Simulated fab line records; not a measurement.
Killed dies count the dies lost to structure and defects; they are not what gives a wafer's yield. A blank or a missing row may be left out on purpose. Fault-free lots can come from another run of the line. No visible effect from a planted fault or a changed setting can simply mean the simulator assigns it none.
Chamber matching :: flow nand-harc :: cmp-01 running NHARC_P_M2_CMP_23: 4 sister chambers
The step polishes, t overpolish 20 s, target thk 144.3 nm. 20 wafers are shown with their chamber, then 10 later ones without.

== WAFERS PAIRED WITH THEIR CHAMBERS ==
wafer: L074.4
chamber: 0
motor-current-A (A): 11.7
time-to-endpoint-s (s): 29.4
edge-zone-pressure-frac: 1.003

wafer: L074.5
chamber: 3
motor-current-A (A): 13.1
time-to-endpoint-s (s): 32.2
edge-zone-pressure-frac: 0.997

wafer: L074.6
chamber: 0
motor-current-A (A): 12.5
time-to-endpoint-s (s): 28.9
edge-zone-pressure-frac: 1.005

wafer: L078.3
chamber: 3
motor-current-A (A): 13.6
time-to-endpoint-s (s): 29.8
edge-zone-pressure-frac: 0.997

wafer: L078.4
chamber: 0
motor-current-A (A): 12.7
time-to-endpoint-s (s): 27.5
edge-zone-pressure-frac: 0.997

wafer: L078.5
chamber: 1
motor-current-A (A): 10.3
time-to-endpoint-s (s): 30.5
edge-zone-pressure-frac: 1.003

wafer: L079.2
chamber: 3
motor-current-A (A): 13.1
time-to-endpoint-s (s): 26.5
edge-zone-pressure-frac: 0.995

wafer: L079.4
chamber: 0
motor-current-A (A): 12.2
time-to-endpoint-s (s): 24.8
edge-zone-pressure-frac: 1.004

wafer: L079.5
chamber: 0
motor-current-A (A): 12.3
time-to-endpoint-s (s): 26.2
edge-zone-pressure-frac: 1.000

wafer: L084.2
chamber: 3
motor-current-A (A): 13.5
time-to-endpoint-s (s): 28.0
edge-zone-pressure-frac: 1.000

wafer: L084.4
chamber: 0
motor-current-A (A): 12.4
time-to-endpoint-s (s): 24.2
edge-zone-pressure-frac: 1.000

wafer: L084.6
chamber: 2
motor-current-A (A): 12.5
time-to-endpoint-s (s): 23.4
edge-zone-pressure-frac: 1.009

wafer: L085.2
chamber: 2
motor-current-A (A): 12.5
time-to-endpoint-s (s): 26.0
edge-zone-pressure-frac: 1.000

wafer: L085.5
chamber: 2
motor-current-A (A): 11.8
time-to-endpoint-s (s): 25.4
edge-zone-pressure-frac: 1.013

wafer: L085.6
chamber: 3
motor-current-A (A): 13.3
time-to-endpoint-s (s): 29.4
edge-zone-pressure-frac: 1.000

wafer: L086.1
chamber: 1
motor-current-A (A): 11.5
time-to-endpoint-s (s): 27.7
edge-zone-pressure-frac: 0.997

wafer: L086.2
chamber: 2
motor-current-A (A): 12.3
time-to-endpoint-s (s): 23.5
edge-zone-pressure-frac: 1.002

wafer: L086.4
chamber: 3
motor-current-A (A): 13.7
time-to-endpoint-s (s): 26.9
edge-zone-pressure-frac: 1.000

wafer: L088.3
chamber: 2
motor-current-A (A): 13.0
time-to-endpoint-s (s): 28.3
edge-zone-pressure-frac: 0.999

wafer: L088.4
chamber: 3
motor-current-A (A): 13.5
time-to-endpoint-s (s): 29.9
edge-zone-pressure-frac: 1.001

SIGNATURES (means of the wafers above)
reading: motor-current-A
chamber 0: 12.300
chamber 1: 10.900
chamber 2: 12.420
chamber 3: 13.400
scatter within a chamber: 0.386

reading: time-to-endpoint-s
chamber 0: 26.833
chamber 1: 29.100
chamber 2: 25.320
chamber 3: 28.957
scatter within a chamber: 2.04

reading: edge-zone-pressure-frac
chamber 0: 1.00150
chamber 1: 1.00000
chamber 2: 1.00460
chamber 3: 0.99857
scatter within a chamber: 0.00389
Rule: for each reading, subtract the chamber's mean from the wafer's reading, divide by that reading's scatter and square the result; add these up over the readings and take the root, which gives the wafer's distance from the chamber. The wafer belongs to the nearest chamber; if the next one is less than 2 further off, it can't be placed. The scatter: the root of (the sum of the squares of (reading less its chamber's mean) over the shown wafers, divided by (wafers less chambers)).

== WAFERS MISSING THEIR CHAMBER ==
wafer: L088.5
motor-current-A (A): 12.8
time-to-endpoint-s (s): 29.3
edge-zone-pressure-frac: 1.007

wafer: L089.1
motor-current-A (A): 13.1
time-to-endpoint-s (s): 31.2
edge-zone-pressure-frac: 1.006

wafer: L089.3
motor-current-A (A): 12.2
time-to-endpoint-s (s): 25.9
edge-zone-pressure-frac: 1.001

wafer: L089.5
motor-current-A (A): 11.1
time-to-endpoint-s (s): 29.3
edge-zone-pressure-frac: 1.005

wafer: L094.1
motor-current-A (A): 12.8
time-to-endpoint-s (s): 29.4
edge-zone-pressure-frac: 0.998

wafer: L094.2
motor-current-A (A): 13.2
time-to-endpoint-s (s): 30.4
edge-zone-pressure-frac: 1.010

wafer: L094.3
motor-current-A (A): 12.4
time-to-endpoint-s (s): 28.4
edge-zone-pressure-frac: 1.005

wafer: L096.2
motor-current-A (A): 11.1
time-to-endpoint-s (s): 29.1
edge-zone-pressure-frac: 0.998

wafer: L096.5
motor-current-A (A): 12.3
time-to-endpoint-s (s): 27.3
edge-zone-pressure-frac: 1.005

wafer: L096.6
motor-current-A (A): 11.1
time-to-endpoint-s (s): 28.5
edge-zone-pressure-frac: 1.003

== CHAMBER TAKEN BY EACH ==
wafer: L088.5
from the rows above: can't be placed: 0 or 2 or 3
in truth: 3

wafer: L089.1
from the rows above: can't be placed: 3 or 0 or 2
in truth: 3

wafer: L089.3
from the rows above: can't be placed: 0 or 2
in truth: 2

wafer: L089.5
from the rows above: 1
in truth: 1

wafer: L094.1
from the rows above: can't be placed: 3 or 0 or 2
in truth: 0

wafer: L094.2
from the rows above: can't be placed: 3 or 2 or 0
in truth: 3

wafer: L094.3
from the rows above: can't be placed: 0 or 2 or 3
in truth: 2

wafer: L096.2
from the rows above: 1
in truth: 1

wafer: L096.5
from the rows above: can't be placed: 0 or 2
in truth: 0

wafer: L096.6
from the rows above: 1
in truth: 1
Placed correctly: 3 of 10. Cannot be placed on the basis of these rows: 7; the candidates contain the true chamber in 7. Number placed wrongly: 0.
